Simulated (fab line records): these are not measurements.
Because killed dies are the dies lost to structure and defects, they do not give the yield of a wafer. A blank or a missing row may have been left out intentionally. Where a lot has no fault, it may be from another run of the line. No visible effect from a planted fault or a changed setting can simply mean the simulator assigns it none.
Comparing a struck lot with a sound one	flow n5 finfet	33 out of 1938 route steps
Sound: the wafers L384.3, L384.4, L384.5. Struck: wafer L400.5 (left out: L400.2, L400.3 of the same lot, which were not struck); the cause appears at the end.
Per side, at each step with rows, come the tool, then ch with its chambers, and then its first start. Under that, the readings that differ: sound wafers	struck wafers	difference of the means	sigmas: that difference in standard deviations of wafers without a fault.
alike: same words and numbers on both sides, and readings whose means sit less than 2 such deviations apart. not compared: any withheld reading, any reading some wafer has no value for, any bound like >300 that may hide the same value, and any number with overlapping values for which the record gives no deviation.
The two part at a step that has a row with sigmas, a row that says differs or no value, or rows on one side only. Non-overlapping numbers with no deviation appear without sigmas and do not part them. A reading missing from all wafers of one side parts the sides only when that side holds two or more wafers.

first, 4 steps without rows for these wafers: N5_FIN_CUT_STRIP_22 (strips in N2/H2); N5_FIN_CUT_PRECLEAN_36 (cleans in O3/DIW, time 60 s); N5_FIN_CUT_SRD_32 (time 30 s); N5_FIN_CUT_UV_OZONE_34 (time 120 s).
N5_FIN_CUT_INSPECT_17: inspects for defects (brightfield).
  sound: defect inspect-01 at day 3 09:30; struck: defect inspect-01 at day 7 21:14
  alike: raw defect count
N5_STI_FIN_REVEAL_ALD_00: deposits SiO2, target thk 1 nm, pulse time 1 s.
  sound on ald sin-01 ch 0,1,3, day 3 09:32; struck on ald sin-01 ch 3, day 7 21:17
  alike: heater power w, precursor pulse height rel
N5_STI_FIN_REVEAL_ALD_14: deposits Si3N4, target thk 3 nm.
  sound on ald sin-01 ch 0,1,3, day 3 09:35; struck on ald sin-01 ch 3, day 7 21:19
  alike: heater power w
then, 3 steps without rows for these wafers: N5_STI_FIN_REVEAL_FCVD_FILL_01 (material SiO2 flowable, target thk 312 nm, time 512.2 s); N5_STI_FIN_REVEAL_DENSIFY_02 (time 1800 s); N5_STI_FIN_REVEAL_CMP_04 (polishes, stops on Si3N4, t overpolish 4 s, target thk 131.83 nm).
N5_STI_FIN_REVEAL_THK_MEAS_05:
  sound: film metro-02 at day 3 15:31; struck: film metro-01 at day 8 02:40
  alike: thk nm
N5_STI_FIN_REVEAL_DENSIFY_30:
  sound on rtp anneal-01 ch 0, day 3 15:37; struck on rtp anneal-02 ch 0, day 8 02:44
  alike: lamp power pct, lamp_zone_5_pct
  not compared: wafer_temp_C_max
N5_STI_FIN_REVEAL_ETCHBACK_08: etches SiO2 in C4F6/O2, target depth 30.5 nm, time 10.167 s.
  sound on rie diel-04 ch 0,1, day 3 15:46; struck on rie diel-02 ch 0, day 8 02:57
reading	sound	struck	difference	sigmas
oes product au (a.u.)	0.70 0.71 0.71	0.86	+0.15	+2
  alike: drypump motor current A, rf vpp V, showerhead plenum p Torr, throttle valve pct
  not compared: rf hours counter h
then, 5 steps without rows for these wafers: N5_STI_FIN_REVEAL_STRIP_24 (strips in N2/H2, time 90 s); N5_STI_FIN_REVEAL_PRECLEAN_25 (cleans in SPM, time 90 s); N5_STI_FIN_REVEAL_PRECLEAN_26 (cleans in SC1, time 45 s); N5_STI_FIN_REVEAL_PRECLEAN_29 (cleans in DHF, time 30 s); N5_STI_FIN_REVEAL_SRD_12 (time 30 s).
N5_STI_FIN_REVEAL_RECESS_09: chemistry HF/NH3, target SiO2, afs cycles 11, target depth 42.5 nm, sublimation time 60 s.
  sound on vapor etch-01 ch 0,1, day 3 16:33; struck on vapor etch-02 ch 1, day 8 03:12
reading	sound	struck	difference	sigmas
drypump motor current A (A)	6.0 6.5 6.5	5.5	-0.8	-2
then, 2 steps without rows for these wafers: N5_STI_FIN_REVEAL_STRIP_16 (strips SiNx in H3PO4, target depth 23.8 nm); N5_STI_FIN_REVEAL_PRECLEAN_17 (cleans in NF3:NH3, afs cycles 1, time 20 s, sublimation time 60 s).
N5_STI_FIN_REVEAL_ETCH_34: etches Si in H2, material Si, target depth 0.97 nm.
  sound on rie si-03 ch 1,3, day 3 18:07; struck on rie si-03 ch 1, day 8 05:19
  alike: drypump motor current A, oes product au, throttle valve pct
  not compared: rf hours counter h
then, 7 steps without rows for these wafers: N5_STI_FIN_REVEAL_OXIDATION_31 (chemistry O2 PLASMA REMOTE, time 20 s); N5_STI_FIN_REVEAL_PRECLEAN_32 (cleans in NF3:NH3, afs cycles 1, time 20 s, sublimation time 60 s); N5_STI_FIN_REVEAL_STRIP_35 (strips Si3N4 in H3PO4, target depth 4 nm, time 39 s); N5_STI_FIN_REVEAL_SRD_21 (time 30 s); N5_STI_FIN_REVEAL_OXIDATION_33 (chemistry O2 PLASMA REMOTE, time 20 s); N5_STI_FIN_REVEAL_CLEAN_19 (cleans in O3/DIW, time 120 s); N5_STI_FIN_REVEAL_SRD_23 (time 30 s).
N5_STI_FIN_REVEAL_CD_MEAS_22: target cd 6.238 nm, pitch 28 nm.
  sound: cd sem-03 at day 3 18:41; struck: cd sem-03 at day 8 05:53
  alike: cd nm
N5_STI_FIN_REVEAL_FIN_H_MEAS_10:
  sound: ocd-02 at day 3 18:43; struck: ocd-01 at day 8 05:55
reading	sound	struck	difference	sigmas
trench depth nm (nm)	52.7 52.0 51.4	48.1	-3.9	-7
then, 1 step without rows for these wafers: N5_STI_FIN_REVEAL_PRECLEAN_18 (cleans in SC2, time 45 s).
-- here the record skips 13 days between the struck wafers' starts before and after, leaving off in module STI_FIN_REVEAL and picking up in module PASSIVATION (first step shown: number 1936 of the route) --
N5_PASSIVATION_PROBE_49:
  the record has rows for the struck wafers here (prober-02, day 21 02:31) and none for the sound ones

WHERE THEY PART
At N5_STI_FIN_REVEAL_ETCHBACK_08 first; at N5_PASSIVATION_PROBE_49 last (within this record only).

WHY: whatever the simulator had introduced
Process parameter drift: rie diel-02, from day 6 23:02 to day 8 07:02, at N5_STI_FIN_REVEAL_ETCHBACK_08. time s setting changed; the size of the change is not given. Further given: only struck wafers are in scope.
